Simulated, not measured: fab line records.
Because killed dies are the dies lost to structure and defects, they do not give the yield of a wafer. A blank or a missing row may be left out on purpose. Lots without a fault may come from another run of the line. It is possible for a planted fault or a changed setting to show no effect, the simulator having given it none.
Which tool was responsible? / flow nandHarc / 14 lots, 42 wafers sampled, at 4 steps of a route of 1302

WHAT EACH GAUGE READ, for each wafer
NHARC_P_CONTACT_CD_MEAS_12: the cd target is 90 nm.
lot=L853; measured=day 5 19:30; on=cdSem-01; cdNm (nm)=89.7 90.1 90.1
lot=L854; measured=day 6 07:13; on=cdSem-02; cdNm (nm)=90.1 89.7 90.3
lot=L855; measured=day 6 20:14; on=cdSem-03; cdNm (nm)=90.0 89.4 89.9
lot=L857; measured=day 7 09:16; on=cdSem-03; cdNm (nm)=88.4 89.1 89.7
lot=L856; measured=day 7 09:46; on=cdSem-01; cdNm (nm)=90.1 90.0 89.5
lot=L860; measured=day 8 16:08; on=cdSem-01; cdNm (nm)=89.6 89.6 88.9
lot=L862; measured=day 9 07:41; on=cdSem-02; cdNm (nm)=89.7 90.2 89.9
lot=L861; measured=day 9 08:13; on=cdSem-02; cdNm (nm)=89.5 88.8 89.8
lot=L863; measured=day 9 19:56; on=cdSem-03; cdNm (nm)=90.4 90.4 89.8
lot=L864; measured=day 10 08:23; on=cdSem-01; cdNm (nm)=89.3 88.6 89.5
lot=L868; measured=day 12 01:32; on=cdSem-02; cdNm (nm)=90.1 89.8 90.4
lot=L872; measured=day 13 19:23; on=cdSem-01; cdNm (nm)=89.1 89.4 89.0
lot=L874; measured=day 14 13:59; on=cdSem-03; cdNm (nm)=89.8 89.3 89.7
lot=L876; measured=day 15 11:01; on=cdSem-03; cdNm (nm)=89.7 90.4 90.8

NHARC_P_M0_OVL_MEAS_10: pitch 180 nm.
lot=L853; measured=day 5 23:45; on=overlay-01; overlayXNm (nm)=-0.1 -0.7 -1.3; overlayYNm (nm)=1.3 0.8 0.7
lot=L854; measured=day 6 11:29; on=overlay-02; overlayXNm (nm)=-1.2 -0.7 -0.6; overlayYNm (nm)=1.1 0.6 0.8
lot=L855; measured=day 7 00:28; on=overlay-01; overlayXNm (nm)=-0.3 0.3 0.9; overlayYNm (nm)=-1.3 -0.8 -1.4
lot=L857; measured=day 7 13:23; on=overlay-02; overlayXNm (nm)=0.2 0.0 0.7; overlayYNm (nm)=0.6 0.2 -0.5
lot=L856; measured=day 7 14:02; on=overlay-01; overlayXNm (nm)=-0.1 -0.3 -0.5; overlayYNm (nm)=0.6 0.2 0.9
lot=L860; measured=day 8 20:24; on=overlay-01; overlayXNm (nm)=0.6 0.2 0.6; overlayYNm (nm)=1.2 0.8 1.5
lot=L862; measured=day 9 12:22; on=overlay-01; overlayXNm (nm)=-0.3 -0.1 -0.2; overlayYNm (nm)=0.1 -0.5 0.0
lot=L861; measured=day 9 13:33; on=overlay-01; overlayXNm (nm)=0.4 0.5 0.5; overlayYNm (nm)=-0.1 0.6 -0.2
lot=L863; measured=day 10 00:40; on=overlay-02; overlayXNm (nm)=-0.5 -0.2 -0.1; overlayYNm (nm)=-0.5 -0.4 -0.6
lot=L864; measured=day 10 12:41; on=overlay-02; overlayXNm (nm)=0.0 -0.5 0.0; overlayYNm (nm)=-0.1 0.2 0.4
lot=L868; measured=day 12 06:17; on=overlay-01; overlayXNm (nm)=-0.2 0.0 -0.3; overlayYNm (nm)=-0.8 -1.4 -0.6
lot=L872; measured=day 13 23:50; on=overlay-02; overlayXNm (nm)=-0.6 0.0 -1.1; overlayYNm (nm)=-0.6 -0.6 -1.2
lot=L874; measured=day 14 18:16; on=overlay-01; overlayXNm (nm)=-1.4 -1.8 -1.4; overlayYNm (nm)=-0.7 -0.1 -0.3
lot=L876; measured=day 15 15:35; on=overlay-01; overlayXNm (nm)=0.0 -0.1 -0.3; overlayYNm (nm)=-0.2 -0.8 -0.4

WHAT TOOL EACH LOT RAN ON (gives the tool, then ch and the chambers of the sampled wafers, and finally the start)
lot=L853; NHARC_P_CONTACT_PVD_32=pvdSputter-02, day 5 22:55 or earlier; NHARC_P_M0_DEP_00=pecvd-03 ch 1,2, day 5 22:55
lot=L854; NHARC_P_CONTACT_PVD_32=pvdSputter-02, day 6 10:39 or earlier; NHARC_P_M0_DEP_00=pecvd-03 ch 0,1, day 6 10:39
lot=L855; NHARC_P_CONTACT_PVD_32=pvdSputter-02, day 6 23:38 or earlier; NHARC_P_M0_DEP_00=pecvd-02 ch 1,2, day 6 23:38
lot=L857; NHARC_P_CONTACT_PVD_32=pvdSputter-01, day 7 12:38 or earlier; NHARC_P_M0_DEP_00=pecvd-02 ch 1,2, day 7 12:38
lot=L856; NHARC_P_CONTACT_PVD_32=pvdSputter-03, day 7 13:06 or earlier; NHARC_P_M0_DEP_00=pecvd-01 ch 0,1,2, day 7 13:06
lot=L860; NHARC_P_CONTACT_PVD_32=pvdSputter-01, day 8 19:34 or earlier; NHARC_P_M0_DEP_00=pecvd-03 ch 0,1, day 8 19:34
lot=L862; NHARC_P_CONTACT_PVD_32=pvdSputter-01, day 9 11:40 or earlier; NHARC_P_M0_DEP_00=pecvd-02 ch 1,2, day 9 11:40
lot=L861; NHARC_P_CONTACT_PVD_32=pvdSputter-03, day 9 12:40 or earlier; NHARC_P_M0_DEP_00=pecvd-02 ch 0,1, day 9 12:40
lot=L863; NHARC_P_CONTACT_PVD_32=pvdSputter-02, day 9 23:19 or earlier; NHARC_P_M0_DEP_00=pecvd-02 ch 0,1, day 9 23:19
lot=L864; NHARC_P_CONTACT_PVD_32=pvdSputter-03, day 10 11:47 or earlier; NHARC_P_M0_DEP_00=pecvd-01 ch 0,2, day 10 11:47
lot=L868; NHARC_P_CONTACT_PVD_32=pvdSputter-03, day 12 04:53 or earlier; NHARC_P_M0_DEP_00=pecvd-01 ch 0,1,2, day 12 04:53
lot=L872; NHARC_P_CONTACT_PVD_32=pvdSputter-02, day 13 23:00 or earlier; NHARC_P_M0_DEP_00=pecvd-03 ch 0,1,2, day 13 23:00
lot=L874; NHARC_P_CONTACT_PVD_32=pvdSputter-01, day 14 17:20 or earlier; NHARC_P_M0_DEP_00=pecvd-01 ch 0,1,2, day 14 17:20
lot=L876; NHARC_P_CONTACT_PVD_32=pvdSputter-01, day 15 14:50 or earlier; NHARC_P_M0_DEP_00=pecvd-02 ch 0,2, day 15 14:50
- NHARC_P_CONTACT_PVD_32: deposits Ti, target thk 5 nm, time 17.7 s.
- NHARC_P_M0_DEP_00: deposits SiOC, target thk 150 nm.

WHAT THE TOOLS THEMSELVES READ (means of the sampled wafers that have a number; where no wafer has one, the mark that the record gives instead)
NHARC_P_CONTACT_PVD_32.
lot=L853; tool=pvdSputter-02; cathodeDcPowerW (W)=4999.8; chamberPressurePa (Pa)=5.008; substrateTempC (C)=200.02; throttleValvePct (%)=31.6
lot=L854; tool=pvdSputter-02; cathodeDcPowerW (W)=5000.1; chamberPressurePa (Pa)=5.013; substrateTempC (C)=199.91; throttleValvePct (%)=31.4
lot=L855; tool=pvdSputter-02; cathodeDcPowerW (W)=5000.8; chamberPressurePa (Pa)=5.013; substrateTempC (C)=200.06; throttleValvePct (%)=31.6
lot=L857; tool=pvdSputter-01; cathodeDcPowerW (W)=4999.7; chamberPressurePa (Pa)=4.996; substrateTempC (C)=199.99; throttleValvePct (%)=29.5
lot=L856; tool=pvdSputter-03; cathodeDcPowerW (W)=4999.4; chamberPressurePa (Pa)=4.997; substrateTempC (C)=200.07; throttleValvePct (%)=29.4
lot=L860; tool=pvdSputter-01; cathodeDcPowerW (W)=4999.5; chamberPressurePa (Pa)=4.998; substrateTempC (C)=200.15; throttleValvePct (%)=30.0
lot=L862; tool=pvdSputter-01; cathodeDcPowerW (W)=4999.9; chamberPressurePa (Pa)=5.002; substrateTempC (C)=200.01; throttleValvePct (%)=29.5
lot=L861; tool=pvdSputter-03; cathodeDcPowerW (W)=5000.0; chamberPressurePa (Pa)=4.994; substrateTempC (C)=200.17; throttleValvePct (%)=29.7
lot=L863; tool=pvdSputter-02; cathodeDcPowerW (W)=4999.6; chamberPressurePa (Pa)=4.999; substrateTempC (C)=199.97; throttleValvePct (%)=32.3
lot=L864; tool=pvdSputter-03; cathodeDcPowerW (W)=5000.5; chamberPressurePa (Pa)=4.997; substrateTempC (C)=200.06; throttleValvePct (%)=29.8
lot=L868; tool=pvdSputter-03; cathodeDcPowerW (W)=4999.5; chamberPressurePa (Pa)=5.009; substrateTempC (C)=199.97; throttleValvePct (%)=29.8
lot=L872; tool=pvdSputter-02; cathodeDcPowerW (W)=5000.4; chamberPressurePa (Pa)=5.001; substrateTempC (C)=199.93; throttleValvePct (%)=31.3
lot=L874; tool=pvdSputter-01; cathodeDcPowerW (W)=4999.8; chamberPressurePa (Pa)=5.002; substrateTempC (C)=200.05; throttleValvePct (%)=29.7
lot=L876; tool=pvdSputter-01; cathodeDcPowerW (W)=4999.8; chamberPressurePa (Pa)=5.007; substrateTempC (C)=200.02; throttleValvePct (%)=29.6

THE ANSWER, worked out from the rows above alone
Rule: the usual values come from the lots themselves. Put in order of their means at a reading, lots are off if they are a third of the lots or fewer, leave a main group of 4 or more, and stand apart from it by a gap of 3 or more times the standard deviation of the main group's means; of several such gaps the widest counts. A main group whose means are all the same, to the digits that the tables above print for the reading, isn't used. A lot without any number at a reading at which 4 lots or more have one is off too. Any other lot the step has rows for is counted as sound. The gauges are gone through in route order, then the tools' own readings, and for those a lot's mean is taken as printed above. At the first step where some lot is off, the reading lying furthest off is the one used; lots without a number count as furthest.
No lot is off on any of the readings shown, so nothing can be concluded from this.

WHAT WAS PUT IN BY THE SIMULATOR
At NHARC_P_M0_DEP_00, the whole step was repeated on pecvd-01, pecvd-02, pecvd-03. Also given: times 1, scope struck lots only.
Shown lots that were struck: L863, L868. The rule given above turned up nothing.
